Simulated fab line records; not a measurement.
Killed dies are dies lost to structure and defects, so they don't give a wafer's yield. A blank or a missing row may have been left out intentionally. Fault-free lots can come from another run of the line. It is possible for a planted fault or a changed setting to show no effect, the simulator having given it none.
fab line records	flow nand-harc
[record] lots = 6	wafers = 18	last-day = 32
route steps=1302 shown A_DECK1_JOINT@539 A_ONON_D2@545 END@1302
lots with no fault: from the same line, run without faults
start-h: the number of hours between the record's first day and the start of the first shown wafer of the lot	wait-h: hours from the lot's prior step to this one	" as in the row above	L1.1+2: a row that stands for several wafers	- value missing, or start not given	* or withheld: withheld	< > ~ a bound
route shown NAME@n: names a module that has steps shown in the file, with the first one's number in the route	usual: the fault-free wafers' mean and standard deviation	same: alike in all rows	chamber/n: place in a boat	sites: the reading at each site	_std_site: standard deviation across them	_edge_site: the outer-site mean with the inner-site mean subtracted	radius-mm: how far each site lies from the wafer's centre	mask NAME#n: copy n	behind: the tool/chamber that last shaped the wafer	hold: the reason the lot was held/the length of the hold in hours/how it ended	device: the n, p or np transistor that did not switch	end of line: the route-end tests of the same wafers	a step given without rows: its recipe and nothing more	killed: count of dies lost to structure and defects at first sort (not the wafer's yield)	map: per-die view of a wafer (x killed, . not killed, _ where there is no die)
set.NAME: the setting as run; set.NAME@STEP: as run at that earlier step	model.NAME: the simulator's own value behind a step, which no gauge read
lots seen at some steps along the route; tables by step, rows by wafer
services: when a tool's chamber went out of use (start-h, in hours from the record's first day, below 0 if earlier), for how many hours, and the reason
[[steps]]
[step NHARC_A_DECK1_JOINT_CMP_02]
[recipe] material = SiOx
[usual] motor-current-A = 10.8/1.1
lot.wafer	tool	chamber	start-h	wait-h	motor-current-A
L129.2	cmp-02	3	309.46	0.4	13.3
L129.3	"	1	"	"	8.9
L129.6	"	3	"	"	14.0
L132.1	cmp-04	2	353.43	0.4	11.6
L132.4	"	1	"	"	9.8
L132.5	"	2	"	"	11.4
L136.1	cmp-02	1	376.51	0.4	9.6
L136.2	"	2	"	"	10.6
L136.4	"	3	"	"	14.1
L137.3	cmp-04	1	386.75	0.4	9.4
L137.1	"	3	"	"	11.5
L137.5	"	2	"	"	11.2
L145.3	cmp-02	3	477.90	0.4	13.9
L145.5	"	1	"	"	9.5
L145.6	"	2	"	"	11.1
L146.3	cmp-04	0	499.85	0.4	10.1
L146.1	"	3	"	"	12.1
L146.6	"	1	"	"	9.5
[step NHARC_A_DECK1_JOINT_SRD_15]
[step NHARC_A_DECK1_JOINT_DEP_16]
[recipe] target-thk-a = 450	temp-c = 400	pressure-torr = 6.5	rf-w = 900	teos-flow-sccm = 161.4	flow-sccm = 2650	target-thk-nm = 45	gas = O2	material = SiO2
[usual] heater-power-w = 527/87	throttle-valve-pct = 15.9/0.61
lot.wafer	tool	chamber	start-h	wait-h	heater-power-w	throttle-valve-pct
L129.2	pecvd-04	0	309.87	0.1	557	16.3
L129.3	"	1	"	"	489	16.4
L129.6	"	0	"	"	544	16.0
L132.1	pecvd-04	2	353.86	0.1	506	16.2
L132.4	"	0	"	"	636	16.4
L132.5	"	0	"	"	635	16.3
L136.2	pecvd-01	0	376.93	0.1	531	16.5
L136.1	"	1	"	"	506	16.0
L136.4	"	0	"	"	538	16.7
L137.3	pecvd-01	2	387.17	0.1	473	14.8
L137.1	"	0	"	"	565	16.9
L137.5	"	1	"	"	485	15.7
L145.3	pecvd-03	1	478.29	0.1	827	15.7
L145.6	"	0	"	"	556	15.2
L145.5	"	1	"	"	661	15.6
L146.1	pecvd-03	1	500.25	0.1	819	16.0
L146.3	"	0	"	"	424	15.2
L146.6	"	1	"	"	811	15.9
[step NHARC_A_DECK1_JOINT_THK_MEAS_17]
[recipe] thk-meas-gauge = ellipsometry
[usual] thk-nm = 45.2/1.3
lot.wafer	tool	chamber	start-h	wait-h	thk-nm
L129.2	film-metro-02	-	310.12	0.2	47.5
L129.3	"	-	"	"	45.1
L129.6	"	-	"	"	45.5
L132.1	film-metro-02	-	354.19	0.3	45.2
L132.4	"	-	"	"	46.2
L132.5	"	-	"	"	45.8
L136.1	film-metro-01	-	377.18	0.2	45.5
L136.2	"	-	"	"	45.2
L136.4	"	-	"	"	45.8
L137.1	film-metro-01	-	387.43	0.2	43.5
L137.3	"	-	"	"	44.1
L137.5	"	-	"	"	42.7
L145.3	film-metro-01	-	478.51	0.2	43.9
L145.5	"	-	"	"	45.3
L145.6	"	-	"	"	44.3
L146.1	film-metro-01	-	500.53	0.3	44.3
L146.3	"	-	"	"	44.8
L146.6	"	-	"	"	45.2
[step NHARC_A_DECK1_JOINT_INSPECT_05]
[usual] raw-defect-count = 352/190
lot.wafer	tool	chamber	start-h	wait-h	raw-defect-count
L129.2	defect-inspect-01	-	310.16	0.0	290
L129.3	"	-	"	"	329
L129.6	"	-	"	"	439
L132.1	defect-inspect-01	-	354.22	0.0	188
L132.4	"	-	"	"	745
L132.5	"	-	"	"	482
L136.1	defect-inspect-02	-	377.22	0.0	269
L136.2	"	-	"	"	563
L136.4	"	-	"	"	624
L137.1	defect-inspect-02	-	387.46	0.0	1043
L137.3	"	-	"	"	874
L137.5	"	-	"	"	1037
L145.3	defect-inspect-01	-	478.55	0.0	199
L145.5	"	-	"	"	251
L145.6	"	-	"	"	168
L146.1	defect-inspect-01	-	500.56	0.0	341
L146.3	"	-	"	"	485
L146.6	"	-	"	"	352
[step NHARC_A_ONON_D2_DEP_00]
[recipe] target-thk-a = 10000	n2-flow-sccm = 2750	n2o-flow-sccm = 2000	nh3-flow-sccm = 500	sih4-flow-sccm = 210	temp-c = 400
[step NHARC_A_ONON_D2_THK_MEAS_02]
[recipe] thk-meas-gauge = ellipsometry
[usual] thk-nm = 1002/10
lot.wafer	tool	chamber	start-h	wait-h	thk-nm
L129.2	film-metro-01	-	310.74	-	1001
L129.3	"	-	"	"	1001
L129.6	"	-	"	"	1001
L132.1	film-metro-01	-	354.80	-	992
L132.4	"	-	"	"	993
L132.5	"	-	"	"	993
L136.1	film-metro-01	-	377.80	-	995
L136.2	"	-	"	"	996
L136.4	"	-	"	"	995
L137.1	film-metro-01	-	388.04	-	1003
L137.3	"	-	"	"	1004
L137.5	"	-	"	"	1002
L145.3	film-metro-01	-	479.12	-	1018
L145.5	"	-	"	"	1017
L145.6	"	-	"	"	1018
L146.1	film-metro-02	-	501.14	-	977
L146.3	"	-	"	"	976
L146.6	"	-	"	"	979
[step NHARC_A_ONON_D2_DEP_03]
[recipe] target-thk-a = 10000	n2-flow-sccm = 2750	n2o-flow-sccm = 2000	nh3-flow-sccm = 500	sih4-flow-sccm = 210	temp-c = 400
[step NHARC_A_ONON_D2_THK_MEAS_05]
[recipe] thk-meas-gauge = ellipsometry
[usual] thk-nm = 998/10
lot.wafer	tool	chamber	start-h	wait-h	thk-nm
L129.2	film-metro-01	-	311.30	-	982
L129.3	"	-	"	"	983
L129.6	"	-	"	"	982
L132.1	film-metro-01	-	355.36	-	979
L132.4	"	-	"	"	980
L132.5	"	-	"	"	978
L136.1	film-metro-01	-	378.36	-	1008
L136.2	"	-	"	"	1009
L136.4	"	-	"	"	1007
L137.1	film-metro-01	-	388.61	-	1006
L137.3	"	-	"	"	1007
L137.5	"	-	"	"	1008
L145.3	film-metro-01	-	479.69	-	977
L145.5	"	-	"	"	976
L145.6	"	-	"	"	978
L146.1	film-metro-02	-	501.71	-	995
L146.3	"	-	"	"	995
L146.6	"	-	"	"	994
[step NHARC_A_ONON_D2_DEP_06]
[recipe] target-thk-a = 10000	n2-flow-sccm = 2750	n2o-flow-sccm = 2000	nh3-flow-sccm = 500	sih4-flow-sccm = 210	temp-c = 400
[step NHARC_A_ONON_D2_THK_MEAS_08]
[recipe] thk-meas-gauge = ellipsometry
[usual] thk-nm = 997/8.5
lot.wafer	tool	chamber	start-h	wait-h	thk-nm
L129.2	film-metro-01	-	311.87	-	1003
L129.3	"	-	"	"	1004
L129.6	"	-	"	"	1003
L132.1	film-metro-01	-	355.93	-	1003
L132.4	"	-	"	"	1004
L132.5	"	-	"	"	1001
L136.1	film-metro-01	-	378.93	-	987
L136.2	"	-	"	"	987
L136.4	"	-	"	"	989
L137.1	film-metro-02	-	389.18	-	1008
L137.3	"	-	"	"	1008
L137.5	"	-	"	"	1008
L145.3	film-metro-02	-	480.26	-	998
L145.5	"	-	"	"	996
L145.6	"	-	"	"	998
L146.1	film-metro-02	-	502.28	-	994
L146.3	"	-	"	"	995
L146.6	"	-	"	"	996
[step NHARC_A_ONON_D2_DEP_09]
[recipe] target-thk-a = 10000	n2-flow-sccm = 2750	n2o-flow-sccm = 2000	nh3-flow-sccm = 500	sih4-flow-sccm = 210	temp-c = 400
lot.wafer	tool	chamber	start-h	wait-h
L129.2+3+6	pecvd-onon-01	0	311.98	0.1
L132.1+4+5	pecvd-onon-03	0	355.99	0.1
L136.1+2+4	pecvd-onon-03	0	378.99	0.1
L137.1+3+5	pecvd-onon-03	0	389.24	0.1
L145.3+5+6	pecvd-onon-03	0	480.44	0.2
L146.1+3+6	pecvd-onon-03	0	502.33	0.1
[step NHARC_A_ONON_D2_THK_MEAS_11]
[recipe] thk-meas-gauge = ellipsometry
[usual] thk-nm = 1001/11
lot.wafer	tool	chamber	start-h	wait-h	hold	thk-nm
L129.2	film-metro-01	-	312.44	-	-	993
L129.3	"	-	"	"	-	992
L129.6	"	-	"	"	-	992
L132.1	film-metro-02	-	356.50	-	-	1013
L132.4	"	-	"	"	-	1013
L132.5	"	-	"	"	-	1013
L136.1	film-metro-01	-	379.50	-	await-dispo/0.2h/release	324
L136.2	"	-	"	"	await-dispo/0.2h/release	325
L136.4	"	-	"	"	await-dispo/0.2h/release	324
L136.1	film-metro-01	-	379.68	0.2	-	325
L136.2	"	-	"	"	-	325
L136.4	"	-	"	"	-	325
L137.1	film-metro-01	-	389.74	-	await-dispo/0.2h/release	316
L137.3	"	-	"	"	await-dispo/0.2h/release	316
L137.5	"	-	"	"	await-dispo/0.2h/release	317
L137.1	film-metro-01	-	389.92	0.2	-	316
L137.3	"	-	"	"	-	316
L137.5	"	-	"	"	-	315
L145.3	film-metro-01	-	480.83	-	-	986
L145.5	"	-	"	"	-	986
L145.6	"	-	"	"	-	987
L146.1	film-metro-02	-	502.85	-	-	1013
L146.3	"	-	"	"	-	1014
L146.6	"	-	"	"	-	1016
[step NHARC_END_SORT_01]
[recipe] temp-c = 25
[usual] defect-limited-yield = 91/3.1	killed-at-array = 56/21	killed-at-other = 1.2/1.6	killed-at-periphery = 3.7/2.5	killed-dies = 61/21	killed-open = 3.1/1.8	killed-short = 2.8/1.7
[same] gross-dies = 677
lot.wafer	tool	chamber	start-h	wait-h	defect-limited-yield[%]	killed-at-array	killed-at-other	killed-at-periphery	killed-dies	killed-open	killed-short
L132.1	prober-02	0	634.08	2.4	87	78	5	3	86	2	2
L132.4	prober-02	0	636.49	3.4	87	86	0	2	88	3	4
L132.5	prober-02	0	637.29	3.7	89	68	0	5	73	5	2
L145.3	prober-01	0	774.03	3.1	86	90	3	2	95	1	8
L145.5	prober-01	0	775.64	3.7	88	71	2	5	78	4	3
// killed by level:class
L132.1 A_CHANNEL_HOLE_D2:chamber-film-flake=32 A_SLIT:chamber-film-flake=27 A_CONTACT:chamber-film-flake=4 THIN_TSV:chamber-film-flake=4 A_DECK1_JOINT:chamber-film-flake=3 A_CHANNEL_HOLE_D1:chamber-film-flake=3 A_CHANNEL_FILL_D2:chamber-film-flake=3 P_GATE:chamber-film-flake=2
L132.4 A_CHANNEL_HOLE_D2:chamber-film-flake=37 A_SLIT:chamber-film-flake=24 A_CONTACT:chamber-film-flake=6 A_CHANNEL_HOLE_D1:chamber-film-flake=3 A_CHANNEL_FILL_D1:chamber-film-flake=3 A_WL_FILL:geometric-particle:short=2 A_DECK1_JOINT:chamber-film-flake=2 A_CHANNEL_FILL_D2:chamber-film-flake=2
L132.5 A_CHANNEL_HOLE_D2:chamber-film-flake=29 A_SLIT:chamber-film-flake=19 A_CONTACT:chamber-film-flake=5 A_CHANNEL_HOLE_D1:chamber-film-flake=4 P_CONTACT:geometric-particle:open=2 A_DECK1_JOINT:chamber-film-flake=2 A_WL_FILL:chamber-film-flake=2 A_ONON_D2:geometric-particle:short=1
L145.3 A_SLIT:chamber-film-flake=29 A_CHANNEL_HOLE_D2:chamber-film-flake=23 A_CHANNEL_HOLE_D1:chamber-film-flake=13 A_CONTACT:chamber-film-flake=11 A_M1:geometric-particle:short=3 THIN_TSV:chamber-film-flake=3 A_M0:chamber-film-flake=2 P_M0:geometric-particle:short=1
L145.5 A_SLIT:chamber-film-flake=30 A_CHANNEL_HOLE_D2:chamber-film-flake=18 A_CHANNEL_HOLE_D1:chamber-film-flake=8 A_CONTACT:chamber-film-flake=8 A_WL_FILL:geometric-particle:open=2 THIN_TSV:chamber-film-flake=2 P_GATE:geometric-particle:short=1 P_CONTACT:geometric-particle:open=1
[[services]]
tool	chamber	start-h	hours	kind
cmp-04	-	307.33	4.0	pm
pecvd-01	-	311.00	13.0	pm
cmp-04	-	311.33	-	consumable-replace:conditioner
cmp-04	-	311.33	-	consumable-replace:pad
cmp-02	-	330.50	4.0	pm
pecvd-04	-	344.28	4.8	repair
pecvd-01	2	358.90	8.7	repair
cmp-02	-	361.87	0.5	repair
pecvd-03	-	366.35	13.0	pm
cmp-02	-	378.39	1.9	repair
cmp-02	-	381.22	0.8	repair
pecvd-03	2	384.68	16.1	repair
cmp-04	-	402.77	0.5	repair
cmp-04	-	405.33	4.0	pm
pecvd-onon-03	-	408.00	13.0	pm
cmp-02	-	428.50	4.0	pm
cmp-04	-	446.31	0.8	repair
pecvd-onon-01	-	450.07	13.0	pm
pecvd-04	-	450.21	13.0	pm
cmp-04	-	462.84	0.7	repair
cmp-04	-	465.44	0.4	repair
pecvd-03	0	480.89	9.1	repair
pecvd-01	-	492.00	13.0	pm
pecvd-04	-	502.11	2.8	repair
[[key]]
[first-sign] step = NHARC_A_ONON_D2_THK_MEAS_11	reading = visit	direction = added
[effect] step = NHARC_A_ONON_D2_THK_MEAS_11	reading = thk-nm	direction = down	sigmas = 62	usual = 1001	struck = 321
met-at NHARC_A_ONON_D2_DEP_09
struck-wafers L136.1,L136.2,L136.4,L137.1,L137.3,L137.5
scrapped-behind NHARC_A_ONON_D2_THK_MEAS_11 L136.1,L136.2,L136.4,L137.1,L137.3,L137.5
onset-between 355.99 378.99
also-fits NHARC_A_DECK1_JOINT_DEP_16:pecvd-01
[fault] kind = process-parameter-drift	tool = pecvd-onon-03	chamber = -	onset-h = 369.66	steps = NHARC_A_ONON_D2_DEP_09	channel = target-thk-a	offset = *	shape = step	end-h = 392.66	acts-in = *	stated = *
